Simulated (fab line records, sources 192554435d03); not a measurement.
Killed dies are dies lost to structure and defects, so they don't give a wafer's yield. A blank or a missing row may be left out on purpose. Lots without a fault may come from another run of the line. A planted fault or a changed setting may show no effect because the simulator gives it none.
Split-lot experiment | flow n5_finfet | 7 lots, 21 wafers read, on a route of 1938 steps

THE SPLIT
At N5_BEOL_M4_DEP_57 (deposits SiCN from 3MS/NH3, target thk 8 nm, time 14 s), the setting time_s was moved away from the recipe's 14 s on 6 of the 21 wafers read, by -13.3% to +13.2%. The other wafers ran this setting at the recipe's value.

The reading is taken at the split's own step.

THE READING
SiCN_of_BEOL_M4_DEP_57.thk_nm (the simulator's own value, which no gauge read), in nm, at N5_BEOL_M4_DEP_57 (deposits SiCN from 3MS/NH3, target thk 8 nm, time 14 s). The file gives no usual value for it. The 15 wafers here that ran the recipe average 8.1 nm, standard deviation 0.18 nm.

wafer  | tool, chamber at the split | time_s as run, s | against the recipe | SiCN_of_BEOL_M4_DEP_57.thk_nm, nm | against lot-mates on the recipe
L074.1 | pecvd-02, 0,1              | 14               | recipe             | 8.2                               | -
L074.4 | pecvd-02, 0,1              | 14               | recipe             | 8.2                               | -
L074.6 | pecvd-02, 1                | 14               | recipe             | 8.4                               | -
L078.1 | pecvd-01, 1,0,1            | 14               | recipe             | 8                                 | -
L078.2 | pecvd-01, 1,0,1            | 14               | recipe             | 8                                 | -
L078.6 | pecvd-01, 1,0,1            | 14               | recipe             | 8                                 | -
L079.1 | pecvd-04, 0                | 15.61            | +11.5%             | 8.8                               | +0.9
L079.2 | pecvd-04, 1                | 14               | recipe             | 7.8                               | -
L079.6 | pecvd-04, 0                | 14               | recipe             | 8                                 | -
L085.1 | pecvd-02, 2                | 15.85            | +13.2%             | 9                                 | +0.9
L085.3 | pecvd-02, 1                | 14               | recipe             | 8                                 | -
L085.5 | pecvd-02, 0                | 14               | recipe             | 8.2                               | -
L094.4 | pecvd-02, 1                | 14               | recipe             | 8.2                               | -
L094.5 | pecvd-02, 0,2              | 14               | recipe             | 8                                 | -
L094.6 | pecvd-02, 0,2              | 14               | recipe             | 8                                 | -
L093.1 | pecvd-04, 2                | 12.14            | -13.3%             | 7.2                               | -1.2
L093.4 | pecvd-04, 2                | 14               | recipe             | 8.4                               | -
L093.6 | pecvd-04, 1                | 12.14            | -13.3%             | 7                                 | -1.4
L095.1 | pecvd-01, 0                | 14.81            | +5.8%              | 8.4                               | +0.6
L095.2 | pecvd-01, 2                | 14               | recipe             | 7.8                               | -
L095.6 | pecvd-01, 1                | 14.81            | +5.8%              | 8.2                               | +0.4
Where a row lists several chambers, the file gives one row for several wafers and doesn't say which wafer went through which chamber.

THE FIT
A straight line over all 21 wafers: SiCN_of_BEOL_M4_DEP_57.thk_nm changes by +0.0678 nm for each +1% of time_s; r = +0.92; the points scatter about the line by 0.17 nm.
The same after taking each lot's own level away (the mean of its wafers on the recipe; 21 wafers): +0.0865 nm for each +1%; r = +0.98; scatter 0.11 nm.
On that fit, the largest move of time_s shifts the reading by 1.1 nm.
The lots' own levels span 7.80 to 8.40 nm, that is 3.4 times the standard deviation above.
So the lot-to-lot level changes the slope: the two fits differ.
Check: with one of the wafers moved furthest among these (-13.3%) left out of the fit, the line predicts -1.17 nm for it against its lot-mates. It came out at -1.2 nm against them.

OTHER SPLITS ON THESE WAFERS
These wafers also went through other splits before the reading. Each is held against what the fit with the lots' levels taken away leaves over:
other split on the same wafers | wafers away from the commonest value | r with SiCN_of_BEOL_M4_DEP_57.thk_nm (lot level and that fit taken away)
N5_BEOL_M1_ILD_DEP_00 time_s   | 10                                   | +0.19
N5_BEOL_M1_PECVD_72 time_s     | 8                                    | +0.24
N5_BEOL_M1_COAT_22 spin_rpm    | 9                                    | +0.27
N5_BEOL_M1_EXPOSE_25 dose_mj   | 9                                    | +0.09

THE FILE'S OWN FIT
SiCN_of_BEOL_M4_DEP_57.thk_nm changes by +0.082 nm for each +1% of time_s, r = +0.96.
